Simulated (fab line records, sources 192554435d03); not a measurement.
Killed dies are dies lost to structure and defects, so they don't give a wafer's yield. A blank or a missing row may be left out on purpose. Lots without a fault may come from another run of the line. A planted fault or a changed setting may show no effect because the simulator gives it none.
Split-lot experiment | flow n5_finfet | 7 lots, 39 wafers read, on a route of 1938 steps

THE SPLIT
At N5_GATE_CUT_ETCH_58 (etches SiNx in CH3F/O2, target depth 17 nm, time 128.6 s), the setting bias_w was moved away from the recipe's 21 W on 15 of the 39 wafers read, by -17.7% to -9.7%. The other wafers ran this setting at the recipe's value.

The reading is taken at the split's own step.

THE READING
rf_vpp_V, in V, at N5_GATE_CUT_ETCH_58 (etches SiNx in CH3F/O2, target depth 17 nm, time 128.6 s). Fault-free wafers of this fab line usually give 99.0 V, standard deviation 0.87 V.

wafer  | tool, chamber at the split | bias_w as run, W | against the recipe | rf_vpp_V, V | against lot-mates on the recipe
L075.1 | rie_diel-02, 0             | 18.96            | -9.7%              | 93.3        | -6.6
L075.2 | rie_diel-02, 3             | 18.96            | -9.7%              | 93.3        | -6.6
L075.3 | rie_diel-02, 2             | 21               | recipe             | 101.3       | -
L075.4 | rie_diel-02, 0             | 18.96            | -9.7%              | 93.5        | -6.4
L075.5 | rie_diel-02, 2             | 21               | recipe             | 99.4        | -
L075.6 | rie_diel-02, 3             | 21               | recipe             | 99.0        | -
L077.1 | rie_diel-02, 2             | 18.74            | -10.8%             | 91.4        | -8.1
L077.2 | rie_diel-02, 3             | 21               | recipe             | 100.2       | -
L077.3 | rie_diel-02, 0             | 18.74            | -10.8%             | 92.3        | -7.2
L077.4 | rie_diel-02, 2             | 18.74            | -10.8%             | 93.0        | -6.5
L077.5 | rie_diel-02, 0             | 21               | recipe             | 98.3        | -
L077.6 | rie_diel-02, 3             | 21               | recipe             | 100.1       | -
L083.1 | rie_diel-02, 2             | 21               | recipe             | 98.1        | -
L083.2 | rie_diel-02, 1             | 18.12            | -13.7%             | 88.7        | -10.3
L083.3 | rie_diel-02, 0             | 18.12            | -13.7%             | 89.9        | -9.1
L083.4 | rie_diel-02, 3             | 18.12            | -13.7%             | 89.3        | -9.7
L083.5 | rie_diel-02, 3             | 21               | recipe             | 99.8        | -
L083.6 | rie_diel-02, 2             | 21               | recipe             | 99.0        | -
L088.1 | rie_diel-03, 2             | 17.28            | -17.7%             | 85.8        | -13.9
L088.2 | rie_diel-03, 0             | 17.28            | -17.7%             | 86.4        | -13.3
L088.3 | rie_diel-03, 1             | 21               | recipe             | 100.1       | -
L088.4 | rie_diel-03, 3             | 21               | recipe             | 98.5        | -
L088.5 | rie_diel-03, 1             | 17.28            | -17.7%             | 87.8        | -11.9
L088.6 | rie_diel-03, 0             | 21               | recipe             | 100.4       | -
L092.2 | rie_diel-01, 0             | 21               | recipe             | 98.2        | -
L092.3 | rie_diel-01, 2             | 21               | recipe             | 97.0        | -
L092.4 | rie_diel-01, 3             | 21               | recipe             | 100.2       | -
L094.1 | rie_diel-02, 0             | 21               | recipe             | 100.1       | -
L094.2 | rie_diel-02, 1             | 21               | recipe             | 100.3       | -
L094.3 | rie_diel-02, 3             | 21               | recipe             | 97.9        | -
L094.4 | rie_diel-02, 2             | 21               | recipe             | 99.4        | -
L094.5 | rie_diel-02, 2             | 21               | recipe             | 98.9        | -
L094.6 | rie_diel-02, 3             | 21               | recipe             | 98.7        | -
L097.1 | rie_diel-01, 3             | 21               | recipe             | 99.7        | -
L097.2 | rie_diel-01, 2             | 18.69            | -11.0%             | 91.3        | -7.7
L097.3 | rie_diel-01, 1             | 21               | recipe             | 99.3        | -
L097.4 | rie_diel-01, 3             | 21               | recipe             | 97.9        | -
L097.5 | rie_diel-01, 2             | 18.69            | -11.0%             | 91.2        | -7.8
L097.6 | rie_diel-01, 1             | 18.69            | -11.0%             | 92.2        | -6.8

THE FIT
A straight line over all 39 wafers: rf_vpp_V changes by +0.695 V for each +1% of bias_w; r = +0.98; the points scatter about the line by 0.94 V.
The same after taking each lot's own level away (the mean of its wafers on the recipe; 39 wafers): +0.707 V for each +1%; r = +0.98; scatter 0.84 V.
On that fit, the largest move of bias_w shifts the reading by 13 V.
The lots' own levels span 98.47 to 99.90 V, that is 1.6 times the standard deviation above.
So the lot-to-lot level changes the slope little: the two slopes agree.
Check: with one of the wafers moved furthest among these (-17.7%) left out of the fit, the line predicts -12.3 V for it against its lot-mates. It came out at -13.9 V against them.
Tool readings at the split's step, against how far the setting was moved: rf_vpp_V r = +0.98.

OTHER SPLITS ON THESE WAFERS
These wafers also went through other splits before the reading. Each is held against what the fit with the lots' levels taken away leaves over:
other split on the same wafers               | wafers away from the commonest value | r with rf_vpp_V (lot level and that fit taken away)
N5_PMOS_HMC_CHANNEL_EPI_EPI_20 pressure_torr | 30                                   | -0.10

THE FILE'S OWN FIT
rf_vpp_V changes by +0.705 V for each +1% of bias_w, r = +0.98.
